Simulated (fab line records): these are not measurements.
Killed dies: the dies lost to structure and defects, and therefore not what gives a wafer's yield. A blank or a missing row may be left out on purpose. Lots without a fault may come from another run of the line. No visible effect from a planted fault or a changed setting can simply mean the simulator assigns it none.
fab line records | flow nandHarc
record lots=5 wafers=15 lastDay=24
route steps=1159 shown P_STI@107 P_GATE@110 END@1159
lots that met no fault: taken from a fault-free run of the same line
startH: hours from the record's first day to the start of the lot's first wafer shown | waitH: time in hours since the lot's previous step | " repeats the value in the row above | L1.1+2: a row that stands for several wafers | - no value, or no start given | * or withheld: withheld | < > ~ a bound
route shown NAME@n: NAME is a module with steps in the file, n the number in the route of the first one | usual: mean/standard deviation taken from wafers without a fault | same: alike in all rows | chamber/n: place in a boat | sites: each site's reading | _std_site: their standard deviation | _edge_site: mean of outer sites minus mean of inner sites | radiusMm: how far each site lies from the wafer's centre | mask NAME#n: copy n | behind: the last tool/chamber to shape the wafer | hold: reason for holding the lot/hours on hold/outcome of the hold | device: the n, p or np transistor that did not switch | end of line: the tests these same wafers got at the end of their route | step lacking rows: just its recipe | killed: count of dies lost to structure and defects at first sort (not the wafer's yield) | map: per-die view of a wafer (x killed, . not killed, _ where there is no die)
set.NAME: the run value of the setting; set.NAME@STEP: its run value at that earlier step | model.NAME: the simulator's own value behind a step, which no gauge read
certain route steps with their lots: each step a table, each wafer a row
services: the hour from which a tool's chamber was out of use, counted from the record's first day as startH (under 0 if before that day), plus the number of hours and why
## steps
# step NHARC_P_STI_SRD_39
# step NHARC_P_STI_OXIDE_40
# recipe targetThkA=100 tempC=900 oxTimeS=1362 material=SiO2
# step NHARC_P_STI_INSPECT_25
# usual rawDefectCount=214/81
# columns lot.wafer tool chamber startH waitH rawDefectCount
L602.1 defectInspect-02 - 95.83 0.4 181
L602.2 " - " " 342
L602.5 " - " " 250
L608.1 defectInspect-01 - 143.32 0.4 181
L608.3 " - " " 231
L608.4 " - " " 380
L611.2 defectInspect-02 - 160.99 0.4 298
L611.3 " - " " 184
L611.6 " - " " 115
L614.1 defectInspect-02 - 175.41 0.4 224
L614.2 " - " " 212
L614.5 " - " " 358
L619.1 defectInspect-01 - 205.15 0.4 126
L619.2 " - " " 207
L619.4 " - " " 206
# step NHARC_P_GATE_ETCH_69
# recipe targetDepthA=140 chemistry=dHF material=SiO2
# step NHARC_P_GATE_PRECLEAN_70
# recipe timeS=* tempC=50 bathAgeMin=0 chemistry=SC1
# step NHARC_P_GATE_SRD_01
# step NHARC_P_GATE_OXIDE_02
# recipe targetThkA=375 tempC=950 pH2oTorr=720 oxTimeS=365 material=SiO2
# step NHARC_P_GATE_DEHYDRATE_03
# recipe tempC=150 timeS=120
# step NHARC_P_GATE_HMDS_04
# recipe timeS=30
# step NHARC_P_GATE_COAT_05
# recipe spinRpm=4690
# step NHARC_P_GATE_SOFTBAKE_06
# recipe tempC=122 timeS=95
# step NHARC_P_GATE_EBR_07
# step NHARC_P_GATE_EXPOSE_08
# recipe na=0.6 doseMj=16.75 maskId=P_HV
# columns lot.wafer tool chamber startH waitH mask
L602.1+2+5 krfScanner-02 0 104.11 - P_HV#0
L608.1+3+4 krfScanner-01 0 151.59 - P_PSD#0
L611.2+3+6 krfScanner-01 0 169.16 - P_HV#0
L614.1+2+5 krfScanner-02 0 183.56 - P_HV#0
L619.1+2+4 krfScanner-04 0 213.30 - P_HV#0
# step NHARC_P_GATE_PEB_09
# recipe pebTempC=118 pebTimeS=85
# step NHARC_P_GATE_DEVELOP_10
# recipe timeS=70
# step NHARC_P_GATE_CD_MEAS_11
# recipe targetCdNm=1640 landingEnergyEv=500
# usual cdNm=1640.1/1.7
# columns lot.wafer tool chamber startH waitH cdNm
L602.1 cdSem-01 0 104.27 - 1639.2
L602.2 " 0 " " 1636.5
L602.5 " 0 " " 1642.0
L608.1 cdSem-02 0 151.75 - -
L608.3 " 0 " " -
L608.4 " 0 " " -
L611.2 cdSem-01 0 169.31 - 1640.2
L611.3 " 0 " " 1637.2
L611.6 " 0 " " 1643.1
L614.1 cdSem-01 0 183.72 - 1642.7
L614.2 " 0 " " 1641.3
L614.5 " 0 " " 1640.1
L619.1 cdSem-02 0 213.46 - 1638.5
L619.2 " 0 " " 1638.7
L619.4 " 0 " " 1640.4
# step NHARC_P_GATE_HARDBAKE_12
# recipe tempC=125 timeS=80
# step NHARC_END_SORT_01
# recipe tempC=25
# usual killedAtArray=26/11 killedAtOther=0.6/1 killedAtPeriphery=3.1/2.1 killedDies=30/11 killedOpen=3.4/1.8 killedShort=2.1/1.5
# same grossDies=677
# columns lot.wafer tool chamber startH waitH killedAtArray killedAtOther killedAtPeriphery killedDies killedOpen killedShort
L608.1 prober-02 0 510.75 2.5 15 1 661 677 4 2
L608.3 prober-02 0 512.35 3.1 13 0 664 677 4 0
L608.4 prober-02 0 513.15 3.4 12 0 665 677 2 4
L611.2 prober-01 0 528.17 2.8 24 0 8 32 5 2
L611.3 prober-01 0 528.98 3.1 30 0 3 33 4 1
L611.6 prober-01 0 531.41 4.1 30 0 1 31 2 1
# killed by level:class
L608.1 P_GATE:areaExpose=655 A_CHANNEL_HOLE_D1:chamberFilmFlake=5 A_CONTACT:chamberFilmFlake=4 P_M0:geometricParticle:open=2 P_STI:chamberFilmFlake=2 P_STI:geometricParticle:short=1 A_CHANNEL_FILL_D1:geometricParticle:short=1 A_WL_FILL:geometricParticle:open=1
L608.3 P_GATE:areaExpose=659 P_STI:chamberFilmFlake=4 A_CONTACT:chamberFilmFlake=4 A_CHANNEL_HOLE_D1:chamberFilmFlake=3 A_CHANNEL_FILL_D1:geometricParticle:open=2 A_SLIT:geometricParticle:open=1 A_M0:geometricParticle:open=1 P_GATE:chamberFilmFlake=1
L608.4 P_GATE:areaExpose=662 A_CHANNEL_FILL_D1:geometricParticle:short=2 P_STI:chamberFilmFlake=2 A_CHANNEL_HOLE_D1:chamberFilmFlake=2 A_CONTACT:chamberFilmFlake=2 A_ONON_D1:geometricParticle:short=1 A_CHANNEL_HOLE_D1:geometricParticle:open=1 A_CONTACT:geometricParticle:short=1
L611.2 A_SLIT:chamberFilmFlake=13 P_GATE:chamberFilmFlake=3 A_CHANNEL_HOLE_D1:chamberFilmFlake=3 P_CONTACT:geometricParticle:open=2 A_ZERO_WELL:chamberFilmFlake=2 A_CONTACT:chamberFilmFlake=2 P_GATE:geometricParticle:short=1 P_M1:geometricParticle:open=1
L611.3 A_SLIT:chamberFilmFlake=15 A_CHANNEL_HOLE_D1:chamberFilmFlake=6 A_STAIRCASE:chamberFilmFlake=3 A_CONTACT:chamberFilmFlake=2 P_CONTACT:geometricParticle:open=1 P_M0:geometricParticle:open=1 A_ONON_D1:geometricParticle:open=1 A_WL_FILL:geometricParticle:short=1
L611.6 A_SLIT:chamberFilmFlake=20 A_CHANNEL_HOLE_D1:chamberFilmFlake=3 A_CONTACT:geometricParticle:open=2 A_STAIRCASE:chamberFilmFlake=2 A_WL_FILL:geometricParticle:short=1 P_BONDPAD:chamberFilmFlake=1 A_CHANNEL_FILL_D1:chamberFilmFlake=1 A_CONTACT:chamberFilmFlake=1
# map L608.1 (x killed, . not)
____________x____________
_________xxxxxxx_________
_______xxxxxxxxxxx_______
______xxxxxxxxxxxxx______
_____xxxxxxxxxxxxxxx_____
____xxxxxxxxxxxxxxxxx____
____xxxxxxxxxxxxxxxxx____
___xxxxxxxxxxxxxxxxxxx___
___xxxxxxxxxxxxxxxxxxx___
__xxxxxxxxxxxxxxxxxxxxx__
__xxxxxxxxxxxxxxxxxxxxx__
_xxxxxxxxxxxxxxxxxxxxxxx_
_xxxxxxxxxxxxxxxxxxxxxxx_
_xxxxxxxxxxxxxxxxxxxxxxx_
_xxxxxxxxxxxxxxxxxxxxxxx_
_xxxxxxxxxxxxxxxxxxxxxxx_
xxxxxxxxxxxxxxxxxxxxxxxxx
xxxxxxxxxxxxxxxxxxxxxxxxx
xxxxxxxxxxxxxxxxxxxxxxxxx
xxxxxxxxxxxxxxxxxxxxxxxxx
xxxxxxxxxxxxxxxxxxxxxxxxx
_xxxxxxxxxxxxxxxxxxxxxxx_
_xxxxxxxxxxxxxxxxxxxxxxx_
_xxxxxxxxxxxxxxxxxxxxxxx_
_xxxxxxxxxxxxxxxxxxxxxxx_
_xxxxxxxxxxxxxxxxxxxxxxx_
__xxxxxxxxxxxxxxxxxxxxx__
__xxxxxxxxxxxxxxxxxxxxx__
___xxxxxxxxxxxxxxxxxxx___
___xxxxxxxxxxxxxxxxxxx___
____xxxxxxxxxxxxxxxxx____
____xxxxxxxxxxxxxxxxx____
_____xxxxxxxxxxxxxxx_____
______xxxxxxxxxxxxx______
_______xxxxxxxxxxx_______
_________xxxxxxx_________
____________x____________
# map L611.3 (x killed, . not)
____________.____________
_________......._________
_______..........._______
______............x______
_____............x.._____
____..............xxx____
____......x.....x.x.x____
___.............x..x..___
___..............x..xx___
__.................x...__
__.....................__
_...............x....x.._
_........x.............._
_.............x........._
_......................._
_......................._
.........................
.........................
.........................
...................x.....
.........................
_....x.x................_
_.......x..............x_
_...................x.x._
_......x................_
_.......x..............._
__....x...............x__
__.................x...__
___...................___
___................x..___
____.................____
____.............x...____
_____..............._____
______.............______
_______..........._______
_________......._________
____________.____________
## services
# columns tool chamber startH hours kind
krfScanner-01 - 84.11 4.0 pm
krfScanner-04 - 84.61 26.5 repair
krfScanner-02 0 94.98 - calibration
krfScanner-04 - 113.03 0.6 repair
krfScanner-04 - 129.74 4.0 pm
krfScanner-01 0 145.36 - calibration
krfScanner-02 - 152.48 0.2 repair
krfScanner-02 - 210.00 4.0 pm
## key
firstSign step=NHARC_P_GATE_EXPOSE_08 reading=mask direction=changed
effect step=NHARC_P_GATE_CD_MEAS_11 reading=cdNm direction=missing
effect step=NHARC_END_SORT_01 reading=killedAtPeriphery direction=up sigmas=99+ usual=3.1 struck=663.3
moreKillsBornAt NHARC_P_GATE_EXPOSE_08@krfScanner-01=1976
metAt NHARC_P_GATE_EXPOSE_08
struckWafers L608.1,L608.3,L608.4
laterRowsLeftOut L608.1,L608.3,L608.4
testerLeftOut L608
fault kind=wrongMask tool=any chamber=- onsetH=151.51 steps=NHARC_P_GATE_EXPOSE_08 auxCopy=P_PSD#0 scope=struckLotsOnly
# testerLeftOut: of these lots the tester's yield and bins aren't shown, on N5 and GAA mostly nor the transistor test; their killed dies are dies lost to structure and defects alone, not to doping, threshold or leakage, so they don't give the yield
# laterRowsLeftOut: the simulator's readings of these wafers behind a module that went badly wrong aren't trusted and aren't shown, but for the sort
